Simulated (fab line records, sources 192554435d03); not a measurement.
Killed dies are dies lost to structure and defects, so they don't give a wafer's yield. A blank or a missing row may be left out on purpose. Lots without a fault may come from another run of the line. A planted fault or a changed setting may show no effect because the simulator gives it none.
Split-lot experiment | flow n5_finfet | 7 lots, 21 wafers read, on a route of 1938 steps

THE SPLIT
At N5_SD_EPI_P_EPI_21 (deposits SiGe:B, time 355 s), the setting time_s was moved away from the recipe's 355 s on 8 of the 21 wafers read, by -13.7% to +18.1%. The other wafers ran this setting at the recipe's value.

FROM THE SPLIT TO THE READING: what the file shows between them, 6 steps
- N5_SD_EPI_P_EPI_MEAS_23
- N5_SD_EPI_P_HM_STRIP_48: strips SiNx in H3PO4, material SiNx, target depth 3 nm
- N5_SD_EPI_P_SRD_49: time 30 s
- N5_SD_EPI_P_PRECLEAN_24: cleans in O3/DIW, time 45 s
- N5_SD_ACTIVATION_RTA_00: time 0 s
- N5_SD_ACTIVATION_LSA_01: time 0.0008 s

THE READING
RS_SD_P, in ohm/sq, at N5_SD_ACTIVATION_RS_MEAS_03 (measures by four-point-probe). Fault-free wafers of this fab line usually give 56.1 ohm/sq, standard deviation 0.93 ohm/sq.

wafer  | tool, chamber at the split | time_s as run, s | against the recipe | RS_SD_P, ohm/sq | against lot-mates on the recipe
L078.1 | epi_rpcvd-01, 0            | 419.3            | +18.1%             | 49.5            | no lot-mate on the recipe
L078.2 | epi_rpcvd-01, 0            | 419.3            | +18.1%             | 50.6            | no lot-mate on the recipe
L078.6 | epi_rpcvd-01, 0            | 419.3            | +18.1%             | 50.7            | no lot-mate on the recipe
L080.1 | epi_rpcvd-01, 0            | 408.5            | +15.1%             | 50.9            | -5.6
L080.2 | epi_rpcvd-01, 0            | 355              | recipe             | 56.3            | -
L080.6 | epi_rpcvd-01, 0            | 355              | recipe             | 56.6            | -
L092.1 | epi_rpcvd-04, 0            | 355              | recipe             | 57.5            | -
L092.3 | epi_rpcvd-04, 0            | 355              | recipe             | 57.5            | -
L092.4 | epi_rpcvd-04, 0            | 355              | recipe             | 57.2            | -
L093.2 | epi_rpcvd-03, 0            | 388.3            | +9.4%              | 53.0            | -2.1
L093.5 | epi_rpcvd-03, 0            | 355              | recipe             | 54.9            | -
L093.6 | epi_rpcvd-03, 0            | 355              | recipe             | 55.3            | -
L094.3 | epi_rpcvd-03, 0            | 317.2            | -10.6%             | 59.8            | +4.6
L094.4 | epi_rpcvd-03, 0            | 355              | recipe             | 55.8            | -
L094.5 | epi_rpcvd-03, 0            | 355              | recipe             | 54.5            | -
L096.1 | epi_rpcvd-01, 0            | 355              | recipe             | 55.2            | -
L096.5 | epi_rpcvd-01, 0            | 355              | recipe             | 55.0            | -
L096.6 | epi_rpcvd-01, 0            | 355              | recipe             | 55.7            | -
L097.2 | epi_rpcvd-03, 0            | 355              | recipe             | 56.7            | -
L097.4 | epi_rpcvd-03, 0            | 306.3            | -13.7%             | 62.2            | +5.5
L097.5 | epi_rpcvd-03, 0            | 306.3            | -13.7%             | 63.3            | +6.6

THE FIT
A straight line over all 21 wafers: RS_SD_P changes by -0.367 ohm/sq for each +1% of time_s; r = -0.96; the points scatter about the line by 1 ohm/sq.
The same after taking each lot's own level away (the mean of its wafers on the recipe; 18 wafers): -0.393 ohm/sq for each +1%; r = -0.98; scatter 0.55 ohm/sq.
On that fit, the largest move of time_s shifts the reading by 7.1 ohm/sq.
The lots' own levels span 55.10 to 57.40 ohm/sq, that is 2.5 times the standard deviation above.
So the lot-to-lot level changes the slope little: the two slopes agree.
Check: with one of the wafers moved furthest among these (+15.1%) left out of the fit, the line predicts -5.8 ohm/sq for it against its lot-mates. It came out at -5.55 ohm/sq against them.

THE WHOLE CHAIN: every reading that the file lists as answering this split, in the file's order
step                        | what it does                                           | reading                                                                           | change (the file's fit)               | r (the file's)
N5_SD_EPI_P_EPI_21          | deposits SiGe:B, time 355 s                            | SiGe-B_of_SD_EPI_P_EPI_21.thk_nm (the simulator's own value, which no gauge read) | +0.425 nm for each +1% of the setting | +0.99
N5_SD_EPI_P_EPI_MEAS_23     |                                                        | thk_nm                                                                            | withheld for each +1% of the setting  | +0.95
N5_SD_EPI_P_HM_STRIP_48     | strips SiNx in H3PO4, material SiNx, target depth 3 nm | SiGe-B_of_SD_EPI_P_EPI_21.thk_nm (the simulator's own value, which no gauge read) | +0.415 nm for each +1% of the setting | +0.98
N5_SD_ACTIVATION_RS_MEAS_03 | measures by four-point-probe                           | RS_SD_P                                                                           | -0.385 for each +1% of the setting    | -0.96

THE FILE'S OWN FIT
RS_SD_P changes by -0.385 ohm/sq for each +1% of time_s, r = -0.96.
